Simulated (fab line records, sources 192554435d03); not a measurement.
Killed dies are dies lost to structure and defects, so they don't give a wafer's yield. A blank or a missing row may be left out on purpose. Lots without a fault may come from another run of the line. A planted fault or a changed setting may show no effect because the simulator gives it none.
Chamber matching | flow n5_finfet | N5_BEOL_M6_ILD_DEP_00 on pecvd-04: 3 sister chambers
The step deposits SiCOH lowk from DEMS/porogen, target thk 179.75 nm, time 33.4 s. 16 wafers are shown with their chamber, then 7 later ones without.

WAFERS WITH THEIR CHAMBER
wafer  | chamber | heater_power_w (W) | throttle_valve_pct (%) | showerhead_plenum_p_Torr (Torr)
L134.1 | 0       | 335                | 14.0                   | 5.775
L134.4 | 1       | 409                | 13.9                   | 5.737
L134.6 | 2       | 413                | 13.5                   | 5.782
L136.5 | 2       | 445                | 13.6                   | 5.775
L136.6 | 0       | 331                | 14.0                   | 5.733
L135.3 | 0       | 307                | 14.0                   | 5.751
L135.4 | 0       | 313                | 13.9                   | 5.748
L135.5 | 1       | 380                | 13.7                   | 5.737
L139.2 | 2       | 484                | 13.2                   | 5.784
L139.5 | 2       | 479                | 13.5                   | 5.783
L142.3 | 2       | 473                | 13.6                   | 5.794
L142.4 | 2       | 480                | 13.5                   | 5.787
L143.1 | 2       | 440                | 13.6                   | 5.786
L143.4 | 1       | 408                | 13.6                   | 5.760
L143.6 | 2       | 456                | 13.4                   | 5.772
L148.4 | 0       | 294                | 14.0                   | 5.758

SIGNATURES (means of the wafers above)
reading                  | chamber 0 | chamber 1 | chamber 2 | scatter within a chamber
heater_power_w           | 316.00    | 399.00    | 458.75    | 21.6
throttle_valve_pct       | 13.980    | 13.733    | 13.488    | 0.119
showerhead_plenum_p_Torr | 5.75300   | 5.74467   | 5.78287   | 0.0112
Rule: a wafer's distance from a chamber is the root of the sum, over the readings, of the square of ((its reading less the chamber's mean) divided by the reading's scatter). The wafer belongs to the nearest chamber; if the next one is less than 2 further off, it can't be placed. The scatter: the root of (the sum of the squares of (reading less its chamber's mean) over the shown wafers, divided by (wafers less chambers)).

WAFERS WITHOUT THEIR CHAMBER
wafer  | heater_power_w (W) | throttle_valve_pct (%) | showerhead_plenum_p_Torr (Torr)
L148.5 | 465                | 13.5                   | 5.777
L149.1 | 481                | 14.0                   | 5.794
L149.2 | 335                | 13.8                   | 5.745
L149.3 | 409                | 13.8                   | 5.738
L156.2 | 407                | 13.7                   | 5.741
L156.5 | 318                | 13.8                   | 5.768
L156.6 | 448                | 13.5                   | 5.801

WHICH CHAMBER EACH WENT THROUGH
wafer  | from the rows above     | in truth
L148.5 | 2                       | 2
L149.1 | can't be placed: 2 or 1 | 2
L149.2 | can't be placed: 0 or 1 | 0
L149.3 | 1                       | 1
L156.2 | 1                       | 1
L156.5 | 0                       | 0
L156.6 | 2                       | 2
Placed correctly: 5 of 7. Can't be placed from these rows: 2 (the true chamber is among the candidates in 2). Placed wrongly: 0.
